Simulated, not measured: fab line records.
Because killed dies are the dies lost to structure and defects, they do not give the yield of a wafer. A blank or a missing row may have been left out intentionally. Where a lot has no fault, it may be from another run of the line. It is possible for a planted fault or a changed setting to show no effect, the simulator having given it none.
Which tool is to blame? / flow n5Finfet / 24 lots with 72 wafers sampled at 3 steps, on a route of 1938 steps

## WHAT THE GAUGES SHOWED, per wafer
N5_BEOL_M15_CD_MEAS_10: target cd 360 nm.
lot=L074; measured=day 12 04:22; on=cdSem-01; cdNm (nm)=362.7 362.1 366.5
lot=L076; measured=day 12 07:08; on=cdSem-01; cdNm (nm)=362.8 361.0 362.6
lot=L075; measured=day 12 17:51; on=cdSem-02; cdNm (nm)=363.4 362.5 364.7
lot=L079; measured=day 12 20:34; on=cdSem-01; cdNm (nm)=361.2 360.9 362.5
lot=L078; measured=day 13 04:51; on=cdSem-01; cdNm (nm)=359.6 360.4 359.9
lot=L081; measured=day 13 16:15; on=cdSem-03; cdNm (nm)=359.9 361.7 360.9
lot=L082; measured=day 13 17:21; on=cdSem-03; cdNm (nm)=363.9 362.1 361.8
lot=L077; measured=day 14 00:20; on=cdSem-03; cdNm (nm)=364.5 362.8 362.6
lot=L080; measured=day 14 07:17; on=cdSem-03; cdNm (nm)=360.7 362.8 360.1
lot=L083; measured=day 14 07:58; on=cdSem-02; cdNm (nm)=359.3 360.1 360.6
lot=L084; measured=day 14 12:21; on=cdSem-03; cdNm (nm)=359.0 357.7 359.8
lot=L085; measured=day 15 02:19; on=cdSem-01; cdNm (nm)=357.3 360.4 361.8
lot=L086; measured=day 15 02:22; on=cdSem-02; cdNm (nm)=361.2 364.5 361.8
lot=L088; measured=day 15 02:27; on=cdSem-03; cdNm (nm)=358.3 359.2 358.1
lot=L087; measured=day 15 07:44; on=cdSem-02; cdNm (nm)=362.3 362.8 361.7
lot=L090; measured=day 16 00:30; on=cdSem-02; cdNm (nm)=359.7 363.1 363.5
lot=L089; measured=day 16 06:45; on=cdSem-03; cdNm (nm)=361.5 360.0 361.7
lot=L091; measured=day 16 09:27; on=cdSem-01; cdNm (nm)=364.3 361.7 360.7
lot=L092; measured=day 16 13:37; on=cdSem-02; cdNm (nm)=359.9 363.1 363.3
lot=L094; measured=day 17 02:56; on=cdSem-02; cdNm (nm)=361.6 360.8 361.6
lot=L095; measured=day 17 03:15; on=cdSem-02; cdNm (nm)=362.2 363.6 361.1
lot=L096; measured=day 17 03:49; on=cdSem-02; cdNm (nm)=359.9 363.2 360.6
lot=L093; measured=day 17 06:56; on=cdSem-03; cdNm (nm)=360.0 361.6 361.3
lot=L097; measured=day 17 07:26; on=cdSem-02; cdNm (nm)=362.7 361.6 363.6

N5_BEOL_M15_CD_MEAS_17: target cd 360 nm.
lot=L074; measured=day 12 04:57; on=cdSem-03; cdNm (nm)=365.2 365.9 367.3
lot=L076; measured=day 12 07:44; on=cdSem-03; cdNm (nm)=362.3 362.3 364.1
lot=L075; measured=day 12 18:26; on=cdSem-03; cdNm (nm)=366.9 364.8 368.5
lot=L079; measured=day 12 21:14; on=cdSem-03; cdNm (nm)=362.4 362.2 362.8
lot=L078; measured=day 13 05:26; on=cdSem-03; cdNm (nm)=361.3 360.2 360.5
lot=L081; measured=day 13 17:06; on=cdSem-03; cdNm (nm)=360.3 363.8 362.9
lot=L082; measured=day 13 18:12; on=cdSem-02; cdNm (nm)=365.4 363.0 364.1
lot=L077; measured=day 14 00:55; on=cdSem-03; cdNm (nm)=366.1 362.7 362.4
lot=L080; measured=day 14 07:53; on=cdSem-03; cdNm (nm)=362.4 365.0 363.5
lot=L083; measured=day 14 08:33; on=cdSem-02; cdNm (nm)=359.0 360.4 363.0
lot=L084; measured=day 14 12:56; on=cdSem-01; cdNm (nm)=359.0 355.5 361.2
lot=L085; measured=day 15 02:55; on=cdSem-01; cdNm (nm)=357.4 362.6 364.3
lot=L086; measured=day 15 02:58; on=cdSem-02; cdNm (nm)=362.5 367.0 363.2
lot=L088; measured=day 15 03:02; on=cdSem-02; cdNm (nm)=362.1 361.0 359.3
lot=L087; measured=day 15 08:20; on=cdSem-03; cdNm (nm)=363.2 364.1 361.9
lot=L090; measured=day 16 01:05; on=cdSem-02; cdNm (nm)=363.2 364.2 364.8
lot=L089; measured=day 16 07:43; on=cdSem-01; cdNm (nm)=362.4 361.6 365.1
lot=L091; measured=day 16 10:02; on=cdSem-01; cdNm (nm)=365.1 363.3 361.4
lot=L092; measured=day 16 14:12; on=cdSem-03; cdNm (nm)=359.0 365.0 365.0
lot=L094; measured=day 17 03:43; on=cdSem-03; cdNm (nm)=362.4 363.0 360.4
lot=L095; measured=day 17 04:08; on=cdSem-01; cdNm (nm)=364.0 363.6 362.3
lot=L096; measured=day 17 04:41; on=cdSem-02; cdNm (nm)=359.7 365.8 362.1
lot=L093; measured=day 17 07:31; on=cdSem-01; cdNm (nm)=361.8 360.6 362.9
lot=L097; measured=day 17 08:02; on=cdSem-03; cdNm (nm)=363.5 362.3 362.3

## EACH LOT AND THE TOOL THAT RAN IT (in order: tool; ch and the chambers of the sampled wafers; start)
lot=L074; N5_BEOL_M14_SPUTTER_45=pvdSputter-03, day 12 02:34
lot=L076; N5_BEOL_M14_SPUTTER_45=pvdSputter-02, day 12 04:42
lot=L075; N5_BEOL_M14_SPUTTER_45=pvdSputter-03, day 12 15:59
lot=L079; N5_BEOL_M14_SPUTTER_45=pvdSputter-01, day 12 18:55
lot=L078; N5_BEOL_M14_SPUTTER_45=pvdSputter-03, day 13 03:05
lot=L081; N5_BEOL_M14_SPUTTER_45=pvdSputter-02, day 13 14:29
lot=L082; N5_BEOL_M14_SPUTTER_45=pvdSputter-03, day 13 15:42
lot=L077; N5_BEOL_M14_SPUTTER_45=pvdSputter-02, day 13 22:36
lot=L080; N5_BEOL_M14_SPUTTER_45=pvdSputter-03, day 14 05:22
lot=L083; N5_BEOL_M14_SPUTTER_45=pvdSputter-02, day 14 06:19
lot=L084; N5_BEOL_M14_SPUTTER_45=pvdSputter-01, day 14 10:35
lot=L085; N5_BEOL_M14_SPUTTER_45=pvdSputter-02, day 15 00:17
lot=L086; N5_BEOL_M14_SPUTTER_45=pvdSputter-03, day 15 00:35
lot=L088; N5_BEOL_M14_SPUTTER_45=pvdSputter-02, day 15 00:37
lot=L087; N5_BEOL_M14_SPUTTER_45=pvdSputter-03, day 15 06:06
lot=L090; N5_BEOL_M14_SPUTTER_45=pvdSputter-01, day 15 22:51
lot=L089; N5_BEOL_M14_SPUTTER_45=pvdSputter-01, day 16 04:59
lot=L091; N5_BEOL_M14_SPUTTER_45=pvdSputter-03, day 16 07:47
lot=L092; N5_BEOL_M14_SPUTTER_45=pvdSputter-01, day 16 11:58
lot=L094; N5_BEOL_M14_SPUTTER_45=pvdSputter-02, day 17 01:03
lot=L095; N5_BEOL_M14_SPUTTER_45=pvdSputter-01, day 17 01:27
lot=L096; N5_BEOL_M14_SPUTTER_45=pvdSputter-01, day 17 02:01
lot=L093; N5_BEOL_M14_SPUTTER_45=pvdSputter-01, day 17 05:08
lot=L097; N5_BEOL_M14_SPUTTER_45=pvdSputter-01, day 17 05:32
- N5_BEOL_M14_SPUTTER_45: material Cu, target thk 100 nm, time 16.67 s.

## AS READ BY THE TOOLS THEMSELVES (means over the sampled wafers that have a number; for cases with no such wafer, the mark the record gives instead)
N5_BEOL_M14_SPUTTER_45.
lot=L074; tool=pvdSputter-03; throttleValvePct (%)=31.3
lot=L076; tool=pvdSputter-02; throttleValvePct (%)=30.0
lot=L075; tool=pvdSputter-03; throttleValvePct (%)=29.9
lot=L079; tool=pvdSputter-01; throttleValvePct (%)=30.2
lot=L078; tool=pvdSputter-03; throttleValvePct (%)=30.6
lot=L081; tool=pvdSputter-02; throttleValvePct (%)=29.5
lot=L082; tool=pvdSputter-03; throttleValvePct (%)=30.3
lot=L077; tool=pvdSputter-02; throttleValvePct (%)=29.8
lot=L080; tool=pvdSputter-03; throttleValvePct (%)=30.4
lot=L083; tool=pvdSputter-02; throttleValvePct (%)=29.6
lot=L084; tool=pvdSputter-01; throttleValvePct (%)=30.2
lot=L085; tool=pvdSputter-02; throttleValvePct (%)=29.7
lot=L086; tool=pvdSputter-03; throttleValvePct (%)=30.5
lot=L088; tool=pvdSputter-02; throttleValvePct (%)=29.6
lot=L087; tool=pvdSputter-03; throttleValvePct (%)=30.4
lot=L090; tool=pvdSputter-01; throttleValvePct (%)=29.3
lot=L089; tool=pvdSputter-01; throttleValvePct (%)=29.5
lot=L091; tool=pvdSputter-03; throttleValvePct (%)=30.2
lot=L092; tool=pvdSputter-01; throttleValvePct (%)=30.3
lot=L094; tool=pvdSputter-02; throttleValvePct (%)=30.0
lot=L095; tool=pvdSputter-01; throttleValvePct (%)=29.5
lot=L096; tool=pvdSputter-01; throttleValvePct (%)=30.1
lot=L093; tool=pvdSputter-01; throttleValvePct (%)=29.2
lot=L097; tool=pvdSputter-01; throttleValvePct (%)=29.4

## THE ANSWER, worked out from the rows above alone
Rule: what is usual is taken from the lots themselves. Put in order of their means at a reading, lots are off if they are a third of the lots or fewer, leave a main group of 4 or more, and stand apart from it by a gap of 3 or more times the standard deviation of the main group's means; of several such gaps the widest counts. A main group is skipped when, at the precision printed for the reading in the tables above, its means are all equal. A lot without any number at a reading at which 4 lots or more have one is off too. All remaining lots with rows at the step are treated as sound. The gauges are gone through in route order, then the tools' own readings, and for those a lot's mean is taken as printed above. At the first step where some lot is off, the reading lying furthest off is the one used; lots without a number count as furthest.
Across all readings shown, no lot is off: no conclusion can be drawn from this.

## WHAT THE SIMULATOR PUT IN
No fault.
